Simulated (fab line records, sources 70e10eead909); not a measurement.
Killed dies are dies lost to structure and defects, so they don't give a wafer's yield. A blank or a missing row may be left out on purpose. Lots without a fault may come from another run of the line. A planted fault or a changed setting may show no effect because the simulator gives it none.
Chamber matching | flow nand_harc | NHARC_A_STAIRCASE_DESCUM_168 on rie_diel-13: 4 sister chambers
The step chemistry O2, time 3 s. 4 wafers are shown with their chamber, then 10 later ones without.

WAFERS WITH THEIR CHAMBER
wafer  | chamber | showerhead_plenum_p_Torr (Torr)
L080.4 | 3       | 1.94
L080.5 | 0       | 1.83
L088.2 | 1       | 1.92
L088.3 | 2       | 1.84

WAFERS WITHOUT THEIR CHAMBER
wafer  | showerhead_plenum_p_Torr (Torr)
L088.4 | 1.94
L090.1 | 1.94
L090.3 | 1.82
L090.5 | 1.82
L090.2 | 1.83
L090.4 | 1.92
L090.6 | 1.92
L097.1 | 1.82
L097.2 | 1.93
L097.5 | 1.92

WHICH CHAMBER EACH WENT THROUGH
wafer  | from the rows above     | in truth
L088.4 | 3                       | 3
L090.1 | 3                       | 3
L090.3 | can't be placed: 0 or 2 | 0
L090.5 | can't be placed: 0 or 2 | 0
L090.2 | can't be placed: 0 or 2 | 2
L090.4 | 1                       | 1
L090.6 | 1                       | 1
L097.1 | can't be placed: 0 or 2 | 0
L097.2 | can't be placed: 1 or 3 | 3
L097.5 | 1                       | 1
Placed correctly: 5 of 10. Can't be placed from these rows: 5 (the true chamber is among the candidates in 5). Placed wrongly: 0.
How it was worked out, from the rows above alone: a wafer's distance from a chamber is the root of the sum, over the readings, of the square of ((its reading less the chamber's mean) divided by the reading's scatter). The wafer belongs to the nearest chamber; if the next one is less than 2 further off, it can't be placed. A chamber's mean is the mean of its shown wafers. The scatter: with one shown wafer a chamber, the root of the mean of the squares of how far each hidden wafer lies from its nearest shown one.
